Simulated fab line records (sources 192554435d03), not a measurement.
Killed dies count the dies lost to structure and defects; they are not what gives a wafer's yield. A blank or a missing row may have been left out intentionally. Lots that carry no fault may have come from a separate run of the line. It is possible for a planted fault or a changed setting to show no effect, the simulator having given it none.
Split-lot experiment | flow n5Finfet | 21 wafers read across 7 lots, on a route 1938 steps long

== ABOUT THE SPLIT ==
At N5_BEOL_M0_SAQP_COAT_34 (resist thk 30 nm), the setting spinRpm was moved away from the recipe's 1500 rpm on 7 of the 21 wafers read, by +4.4% to +9.9%. All remaining wafers had this setting at the recipe value.

== FROM THE SPLIT TO THE READING: what the file shows between them, 4 steps ==
- N5_BEOL_M0_SAQP_EBR_36
- N5_BEOL_M0_SAQP_SOFTBAKE_35: time 60 s
- N5_BEOL_M0_SAQP_EXPOSE_37: exposes mask M0 CUT1, target cd 30 nm
- N5_BEOL_M0_SAQP_PEB_38: peb time 60 s

== THE READING ==
CAR-EUV_of_BEOL_M0_SAQP_COAT_34.thkNm (the simulator's own value, which no gauge read), in nm, at N5_BEOL_M0_SAQP_DEVELOP_39 (develop time 30 s). The file gives no usual value for it. Here, 14 wafers ran the recipe; their average is 29.6 nm with a standard deviation of 0.15 nm.

wafer  | tool, chamber at the split | spinRpm as run, rpm | against the recipe | CAR-EUV_of_BEOL_M0_SAQP_COAT_34.thkNm, nm | against lot-mates on the recipe
L074.1 | lithoTrack-03, 0           | 1617                | +7.8%              | 28.6                                      | -1.0
L074.2 | lithoTrack-03, 0           | 1500                | recipe             | 29.6                                      | -
L074.4 | lithoTrack-03, 0           | 1500                | recipe             | 29.6                                      | -
L075.2 | lithoTrack-02, 0           | 1566                | +4.4%              | 29                                        | -0.8
L075.4 | lithoTrack-02, 0           | 1566                | +4.4%              | 29                                        | -0.8
L075.6 | lithoTrack-02, 0           | 1500                | recipe             | 29.8                                      | -
L082.2 | lithoTrack-04, 0           | 1590                | +6.0%              | 29                                        | -0.8
L082.3 | lithoTrack-04, 0           | 1500                | recipe             | 29.8                                      | -
L082.4 | lithoTrack-04, 0           | 1590                | +6.0%              | 28.8                                      | -1.0
L085.2 | lithoTrack-02, 0           | 1602                | +6.8%              | 28.6                                      | -1.0
L085.4 | lithoTrack-02, 0           | 1500                | recipe             | 29.6                                      | -
L085.5 | lithoTrack-02, 0           | 1500                | recipe             | 29.6                                      | -
L088.2 | lithoTrack-03, 0           | 1500                | recipe             | 29.4                                      | -
L088.4 | lithoTrack-03, 0           | 1500                | recipe             | 29.4                                      | -
L088.6 | lithoTrack-03, 0           | 1500                | recipe             | 29.4                                      | -
L091.1 | lithoTrack-02, 0           | 1500                | recipe             | 29.6                                      | -
L091.6 | lithoTrack-02, 0           | 1500                | recipe             | 29.6                                      | -
L091.2 | lithoTrack-02, 0           | 1649                | +9.9%              | 28                                        | -1.6
L097.2 | lithoTrack-04, 0           | 1500                | recipe             | 29.8                                      | -
L097.4 | lithoTrack-04, 0           | 1500                | recipe             | 29.8                                      | -
L097.5 | lithoTrack-04, 0           | 1500                | recipe             | 29.8                                      | -

THE FIT
A straight line over all 21 wafers: CAR-EUV_of_BEOL_M0_SAQP_COAT_34.thkNm changes by -0.145 nm for each +1% of spinRpm; r = -0.96; the points scatter about the line by 0.15 nm.
The same after taking each lot's own level away (the mean of its wafers on the recipe; 21 wafers): -0.152 nm for each +1%; r = -0.99; scatter 0.072 nm.
Per that fit: largest spinRpm move, reading shift of 1.5 nm.
From 29.40 to 29.80 nm: that is the span of the lots' own levels, equal to 2.7 times the standard deviation above.
Hence the lot-to-lot level has little effect on the slope; both slopes agree.
Check: with one of the wafers moved furthest among these (+9.9%) left out of the fit, the line predicts -1.47 nm for it against its lot-mates. Against them it came out at -1.6 nm.

== OTHER SPLITS APPLIED TO THESE WAFERS ==
Before the reading, these wafers also passed through other splits. Each is held against what the fit with the lots' levels taken away leaves over:
other split on the same wafers         | wafers away from the commonest value | r with CAR-EUV_of_BEOL_M0_SAQP_COAT_34.thkNm (lot level and that fit taken away)
N5_GATE_CUT_EXPOSE_10 doseMj           | 5                                    | +0.03
N5_MOL_CONTACT_COAG_ETCH_110 biasW     | 4                                    | +0.11
N5_MOL_CONTACT_COAG_CVD_140 targetThkA | 8                                    | -0.35

== THE WHOLE CHAIN: every reading that the file lists as answering this split, in the file's order ==
step                       | what it does      | reading                                                                                | change (the file's fit)               | r (the file's)
N5_BEOL_M0_SAQP_COAT_34    | resist thk 30 nm  | CAR-EUV_of_BEOL_M0_SAQP_COAT_34.thkNm (the simulator's own value, which no gauge read) | -0.143 nm for each +1% of the setting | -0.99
N5_BEOL_M0_SAQP_DEVELOP_39 | develop time 30 s | CAR-EUV_of_BEOL_M0_SAQP_COAT_34.thkNm (the simulator's own value, which no gauge read) | -0.151 nm for each +1% of the setting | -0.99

== FILE'S OWN FIT ==
CAR-EUV_of_BEOL_M0_SAQP_COAT_34.thkNm changes by -0.151 nm for each +1% of spinRpm, r = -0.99.
